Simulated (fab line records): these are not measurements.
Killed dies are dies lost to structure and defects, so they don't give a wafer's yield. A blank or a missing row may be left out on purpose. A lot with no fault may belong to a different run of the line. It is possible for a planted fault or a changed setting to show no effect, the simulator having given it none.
The tool behind it: which one? || flow n5_finfet || at 1 step of a route of 1938, 9 lots with 26 wafers sampled

== WHAT THE GAUGES READ, wafer by wafer ==
N5_BEOL_M4_RC_MEAS_101. Usual: DIBL_N 37.1 mV/V, standard deviation 1.9; DIBL_P 37.2 mV/V, standard deviation 2.3; IOFF_N 0.18 nA/um, standard deviation 0.04; IOFF_P 0.23 nA/um, standard deviation 0.044; ION_N 682 uA/um, standard deviation 11; ION_P 468 uA/um, standard deviation 8.6; SS_N 71.9 mV/dec, standard deviation 0.68; SS_P 73.5 mV/dec, standard deviation 0.74; VT_N 248 mV, standard deviation 3.4; VT_P -248 mV, standard deviation 3.4.
{"lot": "L830", "measured": "day 8 19:58", "on": "prober-02", "DIBL_N (mV/V)": "38.1 35.6 35.8", "DIBL_P (mV/V)": "37.6 34.7 34.2", "IOFF_N (nA/um)": "0.21 0.15 0.16", "IOFF_P (nA/um)": "0.31 0.24 0.24", "ION_N (uA/um)": "687 673 680", "ION_P (uA/um)": "479 473 473", "SS_N (mV/dec)": "72.3 71.4 70.9", "SS_P (mV/dec)": "74.1 73.8 73.1", "VT_N (mV)": "246 248 247", "VT_P (mV)": "-240 -245 -246", "flag": ""}
{"lot": "L831", "measured": "day 8 22:40", "on": "prober-01", "DIBL_N (mV/V)": "36.9 37.0 34.1", "DIBL_P (mV/V)": "36.5 37.8 34.2", "IOFF_N (nA/um)": "0.16 0.17 0.12", "IOFF_P (nA/um)": "0.24 0.28 0.20", "ION_N (uA/um)": "675 681 673", "ION_P (uA/um)": "468 473 469", "SS_N (mV/dec)": "72.0 72.5 70.9", "SS_P (mV/dec)": "73.9 74.3 72.2", "VT_N (mV)": "249 250 253", "VT_P (mV)": "-244 -245 -248", "flag": ""}
{"lot": "L829", "measured": "day 8 23:04", "on": "prober-02", "DIBL_N (mV/V)": "33.6 35.1 34.7", "DIBL_P (mV/V)": "34.6 36.4 36.5", "IOFF_N (nA/um)": "0.13 0.16 0.15", "IOFF_P (nA/um)": "0.19 0.22 0.22", "ION_N (uA/um)": "662 683 676", "ION_P (uA/um)": "461 468 475", "SS_N (mV/dec)": "71.1 71.5 71.6", "SS_P (mV/dec)": "73.4 74.3 73.2", "VT_N (mV)": "254 251 252", "VT_P (mV)": "-249 -245 -249", "flag": ""}
{"lot": "L836", "measured": "day 10 00:47", "on": "prober-02", "DIBL_N (mV/V)": "35.6 36.6 37.1", "DIBL_P (mV/V)": "34.3 35.9 36.2", "IOFF_N (nA/um)": "0.13 0.17 0.17", "IOFF_P (nA/um)": "0.16 0.19 0.20", "ION_N (uA/um)": "683 696 693", "ION_P (uA/um)": "460 481 474", "SS_N (mV/dec)": "71.8 71.9 71.8", "SS_P (mV/dec)": "72.7 72.9 73.7", "VT_N (mV)": "252 249 248", "VT_P (mV)": "-254 -253 -252", "flag": ""}
{"lot": "L837", "measured": "day 10 10:13", "on": "prober-01", "DIBL_N (mV/V)": "36.6 34.3 34.6", "DIBL_P (mV/V)": "38.5 37.1 35.9", "IOFF_N (nA/um)": "0.17 0.14 0.14", "IOFF_P (nA/um)": "0.20 0.18 0.17", "ION_N (uA/um)": "685 676 675", "ION_P (uA/um)": "461 461 456", "SS_N (mV/dec)": "71.6 70.7 71.0", "SS_P (mV/dec)": "74.0 73.0 72.0", "VT_N (mV)": "249 254 251", "VT_P (mV)": "-254 -251 -255", "flag": ""}
{"lot": "L845", "measured": "day 12 16:45", "on": "prober-01", "DIBL_N (mV/V)": "38.3 40.2 40.9", "DIBL_P (mV/V)": "37.5 38.8 40.6", "IOFF_N (nA/um)": "0.19 0.24 0.25", "IOFF_P (nA/um)": "0.26 0.30 0.33", "ION_N (uA/um)": "698 688 693", "ION_P (uA/um)": "484 465 476", "SS_N (mV/dec)": "71.2 72.5 72.6", "SS_P (mV/dec)": "74.0 74.3 73.9", "VT_N (mV)": "245 244 244", "VT_P (mV)": "-244 -245 -244", "flag": ""}
{"lot": "L847", "measured": "day 13 04:58", "on": "prober-01", "DIBL_N (mV/V)": "37.6 37.4 41.7", "DIBL_P (mV/V)": "40.2 39.5 43.6", "IOFF_N (nA/um)": "0.21 0.19 0.32", "IOFF_P (nA/um)": "0.29 0.26 0.37", "ION_N (uA/um)": "688 681 699", "ION_P (uA/um)": "473 464 477", "SS_N (mV/dec)": "72.1 71.8 73.5", "SS_P (mV/dec)": "74.6 74.0 75.8", "VT_N (mV)": "246 247 240", "VT_P (mV)": "-246 -246 -244", "flag": ""}
{"lot": "L849", "measured": "day 13 06:49", "on": "prober-01", "DIBL_N (mV/V)": "36.3 32.8", "DIBL_P (mV/V)": "37.3 33.6", "IOFF_N (nA/um)": "0.19 0.13", "IOFF_P (nA/um)": "0.26 0.20", "ION_N (uA/um)": "689 652", "ION_P (uA/um)": "471 457", "SS_N (mV/dec)": "72.2 71.2", "SS_P (mV/dec)": "73.4 71.7", "VT_N (mV)": "246 253", "VT_P (mV)": "-245 -250", "flag": ""}
{"lot": "L850", "measured": "day 13 09:58", "on": "prober-02", "DIBL_N (mV/V)": "36.4 36.8 37.0", "DIBL_P (mV/V)": "36.7 36.7 37.2", "IOFF_N (nA/um)": "0.17 0.17 0.18", "IOFF_P (nA/um)": "0.21 0.22 0.23", "ION_N (uA/um)": "672 671 675", "ION_P (uA/um)": "459 454 460", "SS_N (mV/dec)": "71.2 72.2 71.9", "SS_P (mV/dec)": "73.0 73.5 73.8", "VT_N (mV)": "248 248 247", "VT_P (mV)": "-252 -250 -250", "flag": ""}

== EACH LOT AND THE TOOL THAT RAN IT (in order: tool; ch and the chambers of the sampled wafers; start) ==
The record shows no process step preceding these readings.

== AS READ BY THE TOOLS THEMSELVES (means over the sampled wafers that have a number; for cases with no such wafer, the mark the record gives instead) ==
The record holds no such reading with a usual standard deviation.

== THE ANSWER, worked out from the rows above alone ==
Rule: a lot is off if the mean of its wafers that have a number lies more than 3 standard deviations from the usual mean. A lot without any number at a reading at which 4 lots or more have one is off too. Where the step has rows for the other lots, those lots are counted as sound. After the gauges, taken in route order, come the tools' own readings; for these a lot's mean is taken, as printed above. The first step at which some lot is off is used, and at that step the reading that is off furthest; a lot without a number counts as furthest.
No lot is off at any reading shown: from this, nothing can be told.

== WHAT HAD BEEN PUT IN BY THE SIMULATOR ==
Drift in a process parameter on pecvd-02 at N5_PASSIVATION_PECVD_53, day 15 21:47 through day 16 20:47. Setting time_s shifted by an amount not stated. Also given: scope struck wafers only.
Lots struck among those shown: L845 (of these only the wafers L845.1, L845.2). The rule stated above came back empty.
